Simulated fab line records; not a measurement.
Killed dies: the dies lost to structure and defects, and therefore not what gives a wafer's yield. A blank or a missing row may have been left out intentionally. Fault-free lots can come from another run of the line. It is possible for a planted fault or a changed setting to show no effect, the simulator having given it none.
Matching of chambers | flow n5_finfet | 4 sister chambers for N5_BEOL_M3_ETCHBACK_99 on rie_diel-01
The step etches SiO2 in CHF3, target depth 5 nm, time 10.4 s. 20 wafers are shown with their chamber, then 10 later ones without.

== WAFERS WITH THEIR CHAMBER ==
wafer  | chamber | drypump_motor_current_A (A) | throttle_valve_pct (%) | showerhead_plenum_p_Torr (Torr)
L074.1 | 0       | 4.8                         | 16.86                  | 2.19
L074.4 | 3       | 6.4                         | 16.98                  | 2.12
L074.5 | 3       | 6.4                         | 16.97                  | 2.12
L077.1 | 2       | 6.1                         | 16.51                  | 2.09
L077.2 | 3       | 6.4                         | 16.97                  | 2.12
L077.4 | 0       | 4.7                         | 16.85                  | 2.19
L081.2 | 1       | 5.2                         | 17.32                  | 2.11
L081.3 | 2       | 6.1                         | 16.54                  | 2.09
L081.5 | 1       | 5.2                         | 17.34                  | 2.11
L085.2 | 0       | 4.7                         | 16.86                  | 2.18
L085.5 | 2       | 6.1                         | 16.55                  | 2.09
L085.6 | 1       | 5.2                         | 17.36                  | 2.10
L086.1 | 3       | 6.4                         | 17.02                  | 2.11
L086.3 | 2       | 6.1                         | 16.58                  | 2.09
L086.5 | 2       | 6.1                         | 16.56                  | 2.09
L090.2 | 0       | 4.8                         | 16.89                  | 2.18
L090.3 | 3       | 6.4                         | 17.01                  | 2.11
L090.5 | 0       | 4.7                         | 16.90                  | 2.18
L089.1 | 2       | 6.1                         | 16.58                  | 2.08
L089.4 | 3       | 6.4                         | 17.01                  | 2.11

SIGNATURES (averages over the wafers above)
reading                  | chamber 0 | chamber 1 | chamber 2 | chamber 3 | scatter within a chamber
drypump_motor_current_A  | 4.740     | 5.200     | 6.100     | 6.400     | 0.0274
throttle_valve_pct       | 16.8720   | 17.3400   | 16.5533   | 16.9933   | 0.0234
showerhead_plenum_p_Torr | 2.1840    | 2.1067    | 2.0883    | 2.1150    | 0.00512
Rule: a wafer's distance from a chamber is the root of the sum, over the readings, of the square of ((its reading less the chamber's mean) divided by the reading's scatter). If the next closest chamber is less than 2 further off than the closest, the wafer can't be placed; otherwise it belongs to the closest. How the scatter is found: for the shown wafers, subtract from each reading the mean of its chamber, square and add these, divide the total by (wafers less chambers), then take the root.

== WAFERS WITH NO CHAMBER GIVEN ==
wafer  | drypump_motor_current_A (A) | throttle_valve_pct (%) | showerhead_plenum_p_Torr (Torr)
L089.5 | 4.7                         | 16.90                  | 2.18
L092.1 | 6.1                         | 16.59                  | 2.08
L092.2 | 4.7                         | 16.91                  | 2.18
L092.3 | 5.2                         | 17.37                  | 2.10
L093.3 | 6.1                         | 16.59                  | 2.08
L093.4 | 6.3                         | 17.03                  | 2.11
L093.6 | 6.4                         | 17.03                  | 2.11
L096.2 | 6.4                         | 17.05                  | 2.11
L096.4 | 4.7                         | 16.92                  | 2.17
L096.6 | 4.7                         | 16.92                  | 2.17

== CHAMBER TAKEN BY EACH ==
wafer  | from the rows above | in truth
L089.5 | 0                   | 0
L092.1 | 2                   | 2
L092.2 | 0                   | 0
L092.3 | 1                   | 1
L093.3 | 2                   | 2
L093.4 | 3                   | 3
L093.6 | 3                   | 3
L096.2 | 3                   | 3
L096.4 | 0                   | 0
L096.6 | 0                   | 0
10 of 10 placed correctly. From these rows, 0 cannot be placed. Placed wrongly: 0.
